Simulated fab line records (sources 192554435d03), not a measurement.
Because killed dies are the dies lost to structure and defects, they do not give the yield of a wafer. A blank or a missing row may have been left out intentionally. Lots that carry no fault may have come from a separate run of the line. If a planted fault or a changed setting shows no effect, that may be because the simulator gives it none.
fab line records	flow n5Finfet
record: lots: 7	wafers: 19	lastDay: 18
route steps=1938 shown BEOL_M1@789 BEOL_M4@1111 PASSIVATION@1936
lots that met no fault: from a run of the same line without faults
startH: start of the lot's first displayed wafer, in hours after the record's first day	waitH: how many hours have passed since the lot's step before this one	" the same as in the row above	L1.1+2: a row that stands for several wafers	- no value, or no start given	* or withheld: withheld	< > ~ a bound
route shown NAME@n: a module of which the file shows steps, and the number in the route of the first	usual: average and standard deviation across the fault-free wafers	same: alike in all rows	chamber/n: place in a boat	sites: each site's reading	_std_site: the standard deviation of these	_edge_site: mean of outer sites minus mean of inner sites	radiusMm: for every site, how far away it sits from the centre of the wafer	mask NAME#n: copy n	behind: tool/chamber where the wafer was last shaped	hold: reason for holding the lot/hours on hold/outcome of the hold	device: the n, p or np transistor that did not switch	end of line: at the end of the route, the tests of the same wafers	a step with no rows: only its recipe	killed: the dies lost at the first sort to structure and to defects; this is not the yield of the wafer	map: shows each die of a wafer: x if killed, . if not, _ if none is there
set.NAME: the setting that was run; set.NAME@STEP: the one run at that earlier step	model.NAME: the simulator's own value behind a step, which no gauge read
certain route steps with their lots: each step a table, each wafer a row
services: the hour from which a tool's chamber was out of use, counted from the record's first day as startH (under 0 if before that day), plus the number of hours and why
== steps ==
step: N5_BEOL_M1_DESCUM_33
recipe: chemistry: O2	timeS: 7	sourcePowerW: 50	biasPowerW: 20	pressureMtorr: 20	rfFrequencyHz: 2.712e+07	tempC: 40	resist: CAR-EUV	o2FlowSccm: 225
usual: biasPowerW: 20.00/0.065	drypumpMotorCurrentA: 5.9/0.43	o2FlowSccm: 224.9/0.67	oesProductAu: 0.78/0.083	rfVppV: 242.4/1.5	showerheadPlenumPTorr: 2.05/0.068	throttleValvePct: 20.34/0.26
lot.wafer	tool	chamber	startH	waitH	biasPowerW	drypumpMotorCurrentA	o2FlowSccm	oesProductAu	rfHoursCounterH	rfVppV	showerheadPlenumPTorr	throttleValvePct
L599.2	rieDiel-02	2	121.44	0.0	20.03	5.1	224.3	0.68	244	242.7	2.07	20.34
L599.3	"	3	"	"	19.93	6.3	224.0	0.69	239	244.8	2.14	20.16
L599.6	"	0	"	"	19.98	5.7	224.1	0.77	-	242.1	2.10	20.60
L609.1	rieDiel-03	0	189.57	0.1	19.99	6.0	225.3	0.76	180	240.3	2.00	20.59
L609.3	"	3	"	"	20.01	6.2	226.0	0.80	108	242.0	2.02	20.43
L609.6	"	0	"	"	19.98	6.1	224.8	0.76	-	241.5	2.00	20.60
L613.2	rieDiel-03	3	215.29	0.0	19.98	6.2	224.8	0.78	116	242.1	2.02	20.44
L613.3	"	1	"	"	20.10	4.7	224.5	0.98	6	243.6	2.14	20.12
L613.5	"	2	"	"	19.96	6.2	224.5	0.73	-	240.5	1.99	20.36
L615.2	rieDiel-03	1	221.55	0.1	19.92	4.7	226.0	0.96	8	243.1	2.14	20.12
L615.5	"	0	"	"	20.01	6.1	225.0	0.75	-	243.3	2.00	20.62
L618.2	rieDiel-02	0	238.86	0.0	20.04	5.7	224.6	0.73	164	243.4	2.09	20.65
L618.5	"	2	"	"	20.18	5.1	224.6	0.92	-	241.0	2.06	19.99
L620.1	rieDiel-04	1	244.76	0.1	19.91	6.1	224.7	0.73	179	244.9	2.17	20.34
L620.2	"	3	"	"	20.16	5.8	224.2	0.71	235	242.6	2.06	20.66
L620.5	"	3	"	"	20.07	5.8	224.8	0.71	-	242.5	2.06	20.64
L622.2	rieDiel-03	2	271.28	0.2	19.99	6.2	225.4	0.71	194	240.7	1.99	20.39
L622.4	"	1	"	"	20.02	4.7	225.9	0.92	24	243.6	2.13	20.14
L622.6	"	1	"	"	20.03	4.7	224.8	0.93	-	243.4	2.13	20.14
step: N5_BEOL_M1_ETCH_77
recipe: chemistry: N2/H2	target: underlayer	targetDepthA: 65	maskMaterial: CAR-EUV	timeS: 5.2	ionEnergyEv: 200	pressureMtorr: 30	sourceW: 840	biasW: 150	n2FlowSccm: 200	h2FlowSccm: 200	ends: cleared
step: N5_BEOL_M1_ETCH_69
recipe: chemistry: CF4	target: SiARC	targetDepthA: 156	maskMaterial: CAR-EUV	timeS: 26	ionEnergyEv: 80	pressureMtorr: 40	sourceW: 545	biasW: 36	Ar_flow_sccm: 100	cf4FlowSccm: 100	ends: cleared
usual: cf4FlowSccm: 100.0/0.31	drypumpMotorCurrentA: 5.9/0.42	etchRfOnTimeS: 26.0/0.5	oesProductAu: 0.66/0.072	rfVppV: 183.5/1.2	showerheadPlenumPTorr: 2.10/0.068	throttleValvePct: 15.56/0.25
lot.wafer	tool	chamber	startH	waitH	cf4FlowSccm	drypumpMotorCurrentA	etchRfOnTimeS	oesProductAu	rfHoursCounterH	rfVppV	showerheadPlenumPTorr	throttleValvePct
L599.2	rieDiel-02	2	121.49	0.0	100.4	5.1	26.0	0.58	244	182.1	2.11	15.54
L599.3	"	3	"	"	99.7	6.3	26.5	0.59	239	185.5	2.20	15.53
L599.6	"	0	"	"	99.8	5.7	26.2	0.65	-	183.9	2.15	15.79
L609.1	rieDiel-03	0	189.62	0.0	100.2	6.1	25.8	0.65	180	183.0	2.04	15.74
L609.3	"	3	"	"	99.7	6.2	25.4	0.68	108	183.0	2.07	15.58
L609.6	"	0	"	"	100.3	6.1	25.8	0.65	-	182.7	2.04	15.77
L613.2	rieDiel-03	3	215.34	0.0	100.2	6.2	26.2	0.67	116	183.5	2.07	15.60
L613.3	"	1	"	"	99.8	4.7	25.2	0.84	6	184.5	2.19	15.28
L613.5	"	2	"	"	99.8	6.2	26.2	0.62	-	183.8	2.06	15.65
L615.2	rieDiel-03	1	221.60	0.0	99.3	4.7	25.3	0.83	8	184.8	2.19	15.29
L615.5	"	0	"	"	99.8	6.1	26.5	0.63	-	183.9	2.04	15.77
L618.2	rieDiel-02	0	238.92	0.0	99.6	5.7	26.7	0.62	164	181.3	2.14	15.86
L618.5	"	2	"	"	99.5	5.1	25.3	0.78	-	183.4	2.10	15.08
L620.1	rieDiel-04	1	244.81	0.0	100.2	6.1	26.1	0.63	179	185.4	2.22	15.58
L620.2	"	3	"	"	100.1	5.8	26.1	0.61	235	183.3	2.11	15.88
L620.5	"	3	"	"	99.6	5.9	25.8	0.61	-	182.0	2.11	15.86
L622.2	rieDiel-03	2	271.33	0.0	99.9	6.2	25.7	0.61	194	182.1	2.05	15.66
L622.4	"	1	"	"	99.9	4.7	24.7	0.81	24	184.0	2.18	15.32
L622.6	"	1	"	"	99.8	4.7	24.7	0.81	-	185.2	2.18	15.32
step: N5_BEOL_M1_ALD_98
recipe: material: SiO2	targetThkA: 25	tempC: 100	aldPrecursorFamily: BDEAS	aldCoReactant: O2-plasma	pulseTimeS: 1	coReactantPulseTimeS: 1	purgeTimeS: 2	coReactantPurgeTimeS: 2	aldCycles: 17	pressureTorr: 2
step: N5_BEOL_M1_ETCHBACK_99
recipe: chemistry: CHF3	target: SiO2	targetDepthA: 50	timeS: 10.4	sourceW: 215	biasW: 47	Ar_flow_sccm: 200	CHF3_flow_sccm: 12	ionEnergyEv: 100	pressureMtorr: 30
usual: drypumpMotorCurrentA: 5.8/0.48	oesProductAu: 0.77/0.089	rfVppV: 239.8/2.5	showerheadPlenumPTorr: 2.12/0.067	throttleValvePct: 17.09/0.21
lot.wafer	tool	chamber	startH	waitH	drypumpMotorCurrentA	oesProductAu	rfHoursCounterH	rfVppV	showerheadPlenumPTorr	throttleValvePct
L599.2	rieDiel-02	3	123.60	2.0	6.3	0.69	239	242.4	2.21	16.93
L599.3	"	1	"	"	5.7	0.78	122	236.2	1.99	16.63
L599.6	"	3	"	"	6.3	0.69	-	243.5	2.21	16.92
L609.1	rieDiel-03	3	190.41	0.2	6.2	0.78	108	235.3	2.08	17.06
L609.3	"	2	"	"	6.2	0.73	168	239.6	2.06	17.08
L609.6	"	0	"	"	6.1	0.75	-	240.8	2.06	17.22
L613.2	rieDiel-03	3	215.60	0.1	6.2	0.78	116	236.6	2.08	17.08
L613.3	"	0	"	"	6.1	0.74	189	240.0	2.05	17.25
L613.5	"	2	"	"	6.2	0.72	-	237.9	2.06	17.09
L615.2	rieDiel-03	2	221.93	0.2	6.2	0.73	178	238.2	2.06	17.11
L615.5	"	1	"	"	4.7	0.98	-	242.9	2.21	16.79
L618.2	rieDiel-03	1	239.55	0.5	4.7	0.96	13	240.8	2.21	16.81
L618.5	"	2	"	"	6.2	0.72	-	238.4	2.06	17.09
L620.1	rieDiel-04	0	246.57	1.5	5.6	0.68	224	240.5	2.12	17.43
L620.2	"	2	"	"	5.7	0.92	14	237.3	2.12	16.93
L620.5	"	3	"	"	5.8	0.71	-	239.2	2.12	17.28
L622.2	rieDiel-04	1	278.57	5.8	6.1	0.72	191	243.5	2.23	17.05
L622.4	"	3	"	"	5.8	0.70	242	238.4	2.12	17.32
L622.6	"	2	"	"	5.7	0.90	-	238.9	2.11	16.95
step: N5_BEOL_M1_ETCH_70
recipe: chemistry: N2/H2	target: SOC	targetDepthA: 800	overetchA: 160	maskMaterial: SiARC	tempC: 40	timeS: 120	ionEnergyEv: 200	pressureMtorr: 30	sourceW: 840	biasW: 150	n2FlowSccm: 200	h2FlowSccm: 200
step: N5_BEOL_M1_STRIP_71
recipe: chemistry: N2/H2	tempC: 40	n2FlowSccm: 200	h2FlowSccm: 200	rfFrequencyHz: 6e+07
step: N5_BEOL_M1_STRIP_78
recipe: chemistry: N2/H2	tempC: 40	n2FlowSccm: 200	h2FlowSccm: 200	rfFrequencyHz: 6e+07
step: N5_BEOL_M1_VIA_ETCH_34
recipe: chemistry: C4F6/O2	targetDepthA: 678	maskMaterial: SOC	pressureMtorr: 15	ionEnergyEv: 250	taperDeg: 4	timeS: 64.4	sourceW: 350	biasW: 170	Ar_flow_sccm: 300	C4F6_flow_sccm: 10	O2_flow_sccm: 10
usual: drypumpMotorCurrentA: 5.8/0.48	oesProductAu: 0.76/0.089	rfVppV: 663/6.3	showerheadPlenumPTorr: 2.80/0.085	throttleValvePct: 30.73/0.22
lot.wafer	tool	chamber	startH	waitH	drypumpMotorCurrentA	oesProductAu	rfHoursCounterH	rfVppV	showerheadPlenumPTorr	throttleValvePct
L599.2	rieDiel-02	3	123.73	0.0	6.2	0.68	240	671	2.91	30.41
L599.3	"	1	"	"	5.7	0.78	122	656	2.64	30.16
L599.6	"	3	"	"	6.3	0.68	-	671	2.91	30.41
L609.1	rieDiel-03	3	190.55	0.0	6.2	0.79	108	652	2.75	30.82
L609.3	"	2	"	"	6.2	0.73	168	659	2.73	30.74
L609.6	"	0	"	"	6.1	0.75	-	666	2.72	30.81
L613.2	rieDiel-03	3	215.73	0.0	6.2	0.79	116	653	2.75	30.85
L613.3	"	0	"	"	6.1	0.76	189	666	2.71	30.82
L613.5	"	2	"	"	6.2	0.73	-	659	2.73	30.76
L615.2	rieDiel-03	2	222.06	0.0	6.2	0.72	178	661	2.73	30.76
L615.5	"	1	"	"	4.7	0.96	-	667	2.91	30.58
L618.2	rieDiel-03	1	239.69	0.0	4.7	0.96	13	669	2.91	30.59
L618.5	"	2	"	"	6.2	0.72	-	661	2.72	30.76
L620.1	rieDiel-04	0	246.71	0.0	5.6	0.68	224	664	2.81	31.02
L620.2	"	2	"	"	5.7	0.94	14	659	2.80	30.78
L620.5	"	3	"	"	5.8	0.70	-	660	2.80	30.87
L622.2	rieDiel-04	1	278.70	0.0	6.1	0.73	191	676	2.94	30.54
L622.4	"	3	"	"	5.8	0.70	242	661	2.79	30.88
L622.6	"	2	"	"	5.7	0.90	-	660	2.79	30.78
step: N5_BEOL_M1_STRIP_83
recipe: chemistry: C4F6/O2	resist: SiARC	rfFrequencyHz: 6e+07
step: N5_BEOL_M1_STRIP_36
recipe: chemistry: N2/H2	powerW: 450	tempC: 40	pressureMtorr: 20	rfFrequencyHz: 6e+07	overashFraction: 0.3	biasPowerW: 7	h2Frac: 0.5	n2FlowSccm: 200	h2FlowSccm: 200
usual: biasPowerW: 6.998/0.02	drypumpMotorCurrentA: 5.8/0.48	n2FlowSccm: 199.9/0.62	oesProductAu: 0.77/0.086	powerW: 450.0/1.4	rfVppV: 59.0/1.6	showerheadPlenumPTorr: 2.50/0.079	throttleValvePct: 23.62/0.25
same: overashFraction: 0.3
lot.wafer	tool	chamber	startH	waitH	biasPowerW	drypumpMotorCurrentA	n2FlowSccm	oesProductAu	powerW	rfHoursCounterH	rfVppV	showerheadPlenumPTorr	throttleValvePct
L599.2	rieDiel-02	3	123.79	0.0	6.993	6.3	199.8	0.69	450.9	240	58.9	2.61	23.62
L599.3	"	1	"	"	7.024	5.7	200.2	0.77	449.5	122	55.5	2.34	23.06
L599.6	"	3	"	"	6.981	6.2	200.0	0.69	448.8	-	57.5	2.61	23.59
L609.1	rieDiel-03	3	190.61	0.0	7.017	6.2	199.6	0.80	451.1	108	60.8	2.45	23.68
L609.3	"	2	"	"	6.981	6.2	199.8	0.73	450.0	168	59.8	2.43	23.85
L609.6	"	0	"	"	6.972	6.1	199.9	0.76	449.2	-	59.1	2.42	23.47
L613.2	rieDiel-03	3	215.79	0.0	7.017	6.2	199.9	0.79	452.4	116	60.7	2.45	23.67
L613.3	"	0	"	"	7.000	6.1	200.3	0.75	449.9	189	59.9	2.42	23.47
L613.5	"	2	"	"	6.982	6.2	199.9	0.73	450.8	-	58.9	2.43	23.86
L615.2	rieDiel-03	2	222.12	0.0	7.003	6.2	199.6	0.72	448.4	178	57.9	2.43	23.86
L615.5	"	1	"	"	6.995	4.7	198.6	0.96	449.8	-	58.7	2.59	23.27
L618.2	rieDiel-03	1	239.75	0.0	6.999	4.7	199.0	0.95	449.7	13	60.5	2.59	23.26
L618.5	"	2	"	"	7.032	6.2	200.6	0.72	450.6	-	58.4	2.43	23.86
L620.1	rieDiel-04	0	246.77	0.0	6.999	5.6	199.8	0.69	447.4	224	61.7	2.51	23.90
L620.2	"	2	"	"	6.981	5.7	199.3	0.93	450.9	14	57.8	2.48	23.53
L620.5	"	3	"	"	6.995	5.8	199.4	0.71	449.8	-	59.3	2.50	23.89
L622.2	rieDiel-04	1	278.76	0.0	6.979	6.1	199.1	0.73	451.4	191	59.0	2.63	23.59
L622.4	"	3	"	"	6.988	5.8	199.9	0.71	451.2	242	58.1	2.50	23.91
L622.6	"	2	"	"	7.035	5.7	200.0	0.89	447.4	-	58.6	2.48	23.53
step: N5_BEOL_M1_TRENCH_ETCH_37
recipe: chemistry: C4F6/O2	targetDepthA: 552.07	target: SiOC	timeS: 29	ionEnergyEv: 250	pressureMtorr: 30	sourceW: 355	biasW: 185	Ar_flow_sccm: 300	C4F6_flow_sccm: 10	O2_flow_sccm: 10
step: N5_BEOL_M1_ETCH_41
recipe: chemistry: CH3F/O2	target: SiCN	targetDepthA: 319	taperDeg: 2	timeS: 57.8	ionEnergyEv: 120	maskMaterial: TiN	pressureMtorr: 30	sourceW: 395	biasW: 75	Ar_flow_sccm: 150	CH3F_flow_sccm: 30	O2_flow_sccm: 20
usual: drypumpMotorCurrentA: 5.8/0.48	oesProductAu: 0.76/0.089	rfVppV: 296.7/1.4	showerheadPlenumPTorr: 1.97/0.062	throttleValvePct: 16.34/0.22
lot.wafer	tool	chamber	startH	waitH	drypumpMotorCurrentA	oesProductAu	rfHoursCounterH	rfVppV	showerheadPlenumPTorr	throttleValvePct	model.etch.depthNm
L599.2	rieDiel-02	3	123.86	-	6.3	0.68	240	298.1	2.05	16.20	21.23
L599.3	"	1	"	"	5.7	0.77	122	294.0	1.85	15.88	21.84
L599.6	"	3	"	"	6.3	0.69	-	298.6	2.05	16.18	21.45
L609.1	rieDiel-03	3	190.68	-	6.2	0.78	108	296.8	1.93	16.30	21.49
L609.3	"	2	"	"	6.2	0.73	168	295.7	1.92	16.32	21.87
L609.6	"	0	"	"	6.1	0.75	-	295.3	1.91	16.49	21.61
L613.2	rieDiel-03	3	215.86	-	6.2	0.67	116	295.4	1.93	16.32	16.57
L613.3	"	0	"	"	6.1	0.64	189	296.3	1.91	16.51	16.63
L613.5	"	2	"	"	6.2	0.72	-	296.1	1.91	16.34	21.79
L615.2	rieDiel-03	2	222.19	-	6.2	0.61	178	295.4	1.91	16.34	16.63
L615.5	"	1	"	"	4.7	0.97	-	298.0	2.05	16.03	22.63
L618.2	rieDiel-03	1	239.82	-	4.7	0.82	13	298.5	2.05	16.03	17.43
L618.5	"	2	"	"	6.2	0.72	-	294.9	1.91	16.35	21.66
L620.1	rieDiel-04	0	246.84	-	5.6	0.68	224	297.1	1.97	16.69	21.44
L620.2	"	2	"	"	5.7	0.94	14	296.5	1.97	16.15	22.04
L620.5	"	3	"	"	5.8	0.71	-	295.7	1.97	16.56	21.54
L622.2	rieDiel-04	1	278.83	-	6.1	0.72	191	297.9	2.07	16.28	21.35
L622.4	"	3	"	"	5.8	0.70	242	297.6	1.97	16.57	21.46
L622.6	"	2	"	"	5.7	0.90	-	297.1	1.96	16.18	21.84
step: N5_BEOL_M1_STRIP_97
recipe: chemistry: N2/H2	timeS: 10	powerW: 450	tempC: 40	pressureMtorr: 20	rfFrequencyHz: 6e+07	biasPowerW: 7	n2FlowSccm: 200	h2FlowSccm: 200
step: N5_BEOL_M4_RC_MEAS_101
usual: DIBL_N: 35.7/1.3	DIBL_P: 35.4/1.8	IOFF_N: 0.152/0.027	IOFF_P: 0.20/0.034	ION_N: 672/9.8	ION_P: 461/7.5	SS_N: 71.4/0.55	SS_P: 73.1/0.61	VT_N: 251/3.3	VT_P: -251/3.6
lot.wafer	tool	chamber	startH	waitH	DIBL_N[mV/V]	DIBL_P[mV/V]	IOFF_N[nA/um]	IOFF_P[nA/um]	ION_N[uA/um]	ION_P[uA/um]	SS_N[mV/dec]	SS_P[mV/dec]	VT_N[mV]	VT_P[mV]
L599.2	prober-02	0	162.89	0.2	34.8	37.0	0.161	0.23	683	471	71.2	73.2	247	-247
L599.3	"	0	"	"	36.3	38.8	0.196	0.26	688	473	71.1	73.5	245	-245
L599.6	"	0	"	"	35.8	38.0	0.179	0.25	684	472	71.4	73.3	246	-246
L609.1	prober-02	0	227.18	0.0	34.9	35.1	0.131	0.21	669	466	71.2	72.8	254	-249
L609.3	"	0	"	"	35.9	35.8	0.152	0.23	679	469	71.6	73.3	249	-249
L609.6	"	0	"	"	35.6	36.1	0.142	0.23	666	471	71.6	73.7	252	-247
L613.2	prober-01	0	260.74	0.2	36.5	36.6	0.170	0.22	673	462	72.3	72.7	250	-250
L613.3	"	0	"	"	34.8	33.9	0.130	0.18	656	457	72.4	72.2	252	-253
L613.5	"	0	"	"	38.1	38.5	0.192	0.25	676	458	72.1	74.1	249	-248
L615.2	prober-01	0	261.97	0.2	37.5	37.0	0.169	0.22	674	457	71.8	73.7	252	-250
L615.5	"	0	"	"	34.6	34.2	0.122	0.18	654	456	70.9	72.1	251	-252
L618.2	prober-01	0	275.59	0.2	36.0	35.4	0.157	0.20	685	462	71.1	72.8	249	-251
L618.5	"	0	"	"	35.7	35.3	0.148	0.20	678	469	71.1	72.9	250	-249
L620.1	prober-02	0	285.90	0.0	34.2	33.3	0.111	0.15	661	458	70.7	72.3	254	-257
L620.2	"	0	"	"	37.3	37.7	0.176	0.22	694	473	71.7	73.1	249	-250
L620.5	"	0	"	"	34.7	34.4	0.131	0.17	674	463	70.3	72.6	251	-252
L622.2	prober-02	0	318.63	0.2	33.7	33.3	0.112	0.18	669	470	70.2	72.8	255	-250
L622.4	"	0	"	"	32.7	31.1	0.097	0.15	661	459	71.1	72.6	258	-252
L622.6	"	0	"	"	32.1	30.5	0.093	0.16	651	457	70.2	72.6	257	-253
step: N5_PASSIVATION_PROBE_49
usual: defectLimitedYield: 91.5/1.3	killed_at_M0_to_M3: 33/11	killed_at_M4_up: 14/5.3	killedAtContacts: 11/6.3	killedAtFrontEnd: 38/10	killedAtOther: 3.7/2.8	killedDies: 101/16	killedOpen: 67/12	killedShort: 32/7.4	sort_bin_5_function: 5.0/0.86	sort_bin_6_memory: 3.2/0.69	sortNPass: 1079/16	sortYieldPct: 91.5/1.3
same: grossDies: 1180	killedAtBackSide: 0	sort_bin_4_leakage[%]: 0	sort_bin_8_speed[%]: 0
lot.wafer	tool	chamber	startH	waitH	defectLimitedYield[%]	killed_at_M0_to_M3	killed_at_M4_up	killedAtContacts	killedAtFrontEnd	killedAtOther	killedDies	killedOpen	killedShort	sort_bin_5_function[%]	sort_bin_6_memory[%]	sortNPass	sortYieldPct[%]
L618.2	prober-01	-	372.07	0.1	91.4	33	19	7	38	4	101	71	24	4.3	4.0	1079	91.4
L618.5	prober-01	-	372.22	0.2	92.8	26	14	5	38	2	85	45	36	4.2	2.9	1095	92.8
killed by level:class
L618.2 BEOL_M2:geometricParticle:open=9 FIN_SAQP:geometricParticle:open=8 MOL_CONTACT_COAG:geometricParticle:open=7 BEOL_M0_SAQP:geometricParticle:short=7 GATE_CUT:geometricParticle:short=6 GATE_CUT:geometricParticle:open=6 BEOL_M0_SAQP:geometricParticle:open=6 BEOL_M3:geometricParticle:open=6
L618.5 FIN_SAQP:geometricParticle:short=10 BEOL_M0_SAQP:geometricParticle:open=8 FIN_SAQP:geometricParticle:open=5 GATE_CUT:geometricParticle:open=4 BEOL_M0_SAQP:geometricParticle:short=4 BEOL_M5:geometricParticle:open=4 ILD0:geometricParticle:short=3 GATE_CUT:geometricParticle:short=3
== services ==
tool	chamber	startH	hours	kind
rieDiel-02	1	128.59	14.5	repair
rieDiel-02	2	143.09	-	clean
rieDiel-02	2	143.09	-	consumableReplace:focusRing
rieDiel-02	2	143.09	35.0	scheduledDown
rieDiel-02	2	143.09	35.0	ventCycle
rieDiel-03	1	170.57	-	clean
rieDiel-03	1	170.57	-	consumableReplace:focusRing
rieDiel-03	1	170.57	23.4	scheduledDown
rieDiel-03	1	170.57	23.4	ventCycle
rieDiel-02	3	178.06	-	clean
rieDiel-02	3	178.06	-	consumableReplace:focusRing
rieDiel-02	3	178.06	12.3	scheduledDown
rieDiel-02	3	178.06	12.3	ventCycle
rieDiel-04	2	185.70	-	clean
rieDiel-04	2	185.70	-	consumableReplace:focusRing
rieDiel-04	2	185.70	13.5	scheduledDown
rieDiel-04	2	185.70	13.5	ventCycle
rieDiel-04	2	250.08	2.5	repair
rieDiel-04	3	257.50	8.1	repair
rieDiel-02	-	270.26	14.6	pm
== key ==
firstSign none at tools or gauges
modelEffect: step: N5_BEOL_M1_ETCH_41	value: etch.depthNm	without: 21.86	struck: 16.82
metAt N5_BEOL_M1_ETCH_41
struckWafers L613.2,L613.3,L615.2,L618.2
onsetBetween 190.68 215.86
fault: kind: processParameterDrift	tool: rieDiel-03	chamber: -	onsetH: 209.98	steps: N5_BEOL_M1_ETCH_41	channel: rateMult	offset: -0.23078	shape: step	endH: 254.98	scope: struckWafersOnly
